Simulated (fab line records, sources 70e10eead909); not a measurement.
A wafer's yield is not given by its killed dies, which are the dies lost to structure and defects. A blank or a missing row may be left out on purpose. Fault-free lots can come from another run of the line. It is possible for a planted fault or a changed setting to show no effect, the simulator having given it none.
Chamber matching ; flow nandHarc ; NHARC_A_STAIRCASE_DEP_151 on pecvd-03 has 3 sister chambers
The step deposits SiO2, target thk 7200 nm. 14 wafers are shown with their chamber, then 7 later ones without.

== WAFERS PAIRED WITH THEIR CHAMBERS ==
wafer;chamber;heaterPowerW (W)
L074.2;1;603
L074.3;0;760
L074.6;0;617
L076.2;1;587
L076.3;2;684
L076.6;1;493
L078.1;2;654
L078.3;1;593
L078.6;2;556
L080.1;2;629
L080.2;1;547
L080.4;1;499
L087.1;0;724
L087.5;1;503

SIGNATURES (means of the wafers above)
reading;chamber 0;chamber 1;chamber 2;scatter within a chamber
heaterPowerW;700.33;546.43;630.75;55.6
Rule: for a wafer and a chamber, the distance is found by dividing, reading by reading, the gap between the wafer's reading and the chamber's mean by the reading's scatter, squaring, summing and taking the root. If the next closest chamber is less than 2 further off than the closest, the wafer can't be placed; otherwise it belongs to the closest. The scatter: take each reading less its chamber's mean, square it, sum over the shown wafers, divide by the number of wafers less the number of chambers, and take the root.

== WAFERS WITHOUT THEIR CHAMBER ==
wafer;heaterPowerW (W)
L087.6;596
L092.1;625
L092.3;702
L092.5;581
L094.1;662
L094.2;700
L094.3;556

== WHICH CHAMBER EACH WENT THROUGH ==
wafer;from the rows above;in truth
L087.6;can't be placed: 2 or 1 or 0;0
L092.1;can't be placed: 2 or 0 or 1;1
L092.3;can't be placed: 0 or 2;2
L092.5;can't be placed: 1 or 2 or 0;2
L094.1;can't be placed: 2 or 0 or 1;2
L094.2;can't be placed: 0 or 2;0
L094.3;can't be placed: 1 or 2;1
Correctly placed: 0 of 7. From these rows, 7 cannot be placed; in 7 the true chamber is one of the candidates. Number placed wrongly: 0.
